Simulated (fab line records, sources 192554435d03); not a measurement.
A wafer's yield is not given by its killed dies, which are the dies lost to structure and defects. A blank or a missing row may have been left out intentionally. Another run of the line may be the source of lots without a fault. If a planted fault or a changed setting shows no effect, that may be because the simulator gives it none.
Matching of chambers	flow n5Finfet	N5_DUMMY_GATE_DESCUM_20 on rieDiel-03: 4 sister chambers
The step chemistry O2, time 6.2 s. 14 wafers are shown with their chamber, then 7 later ones without.

## WAFERS PAIRED WITH THEIR CHAMBERS
wafer	chamber	showerheadPlenumPTorr (Torr)	drypumpMotorCurrentA (A)	throttleValvePct (%)
L078.3	1	2.01	6.8	20.8
L078.4	2	2.14	6.2	20.3
L078.6	1	2.01	6.8	20.8
L080.1	0	2.19	5.8	20.8
L080.2	2	2.14	6.2	20.3
L080.3	3	2.00	5.8	19.8
L083.1	2	2.14	6.2	20.3
L083.3	1	2.01	6.8	20.8
L083.6	3	2.00	5.8	19.8
L084.1	1	2.01	6.8	20.8
L084.2	2	2.14	6.2	20.3
L084.5	2	2.14	6.2	20.3
L089.1	1	2.00	6.7	20.8
L089.3	3	2.00	5.8	19.9

SIGNATURES, as means of the wafers listed above
reading	chamber 0	chamber 1	chamber 2	chamber 3	scatter within a chamber
showerheadPlenumPTorr	2.1900	2.0080	2.1400	2.0000	0.00283
drypumpMotorCurrentA	5.800	6.780	6.200	5.800	0.0283
throttleValvePct	20.800	20.800	20.300	19.833	0.0258
Rule: for a wafer and a chamber, the distance is found by dividing, reading by reading, the gap between the wafer's reading and the chamber's mean by the reading's scatter, squaring, summing and taking the root. The wafer belongs to the nearest chamber; if the next one is less than 2 further off, it can't be placed. The scatter: take each reading less its chamber's mean, square it, sum over the shown wafers, divide by the number of wafers less the number of chambers, and take the root.

## WAFERS WHOSE CHAMBER IS MISSING
wafer	showerheadPlenumPTorr (Torr)	drypumpMotorCurrentA (A)	throttleValvePct (%)
L089.4	2.13	6.2	20.3
L090.2	2.00	5.9	19.9
L090.3	2.19	5.8	20.8
L090.5	2.00	5.8	19.9
L093.1	2.19	5.8	20.8
L093.4	2.13	6.2	20.3
L093.6	2.19	5.8	20.9

## THE CHAMBER EACH PASSED THROUGH
wafer	from the rows above	in truth
L089.4	2	2
L090.2	3	3
L090.3	0	0
L090.5	3	3
L093.1	0	0
L093.4	2	2
L093.6	0	0
Placed correctly: 7 of 7. Number that these rows cannot place: 0. 0 placed wrongly.
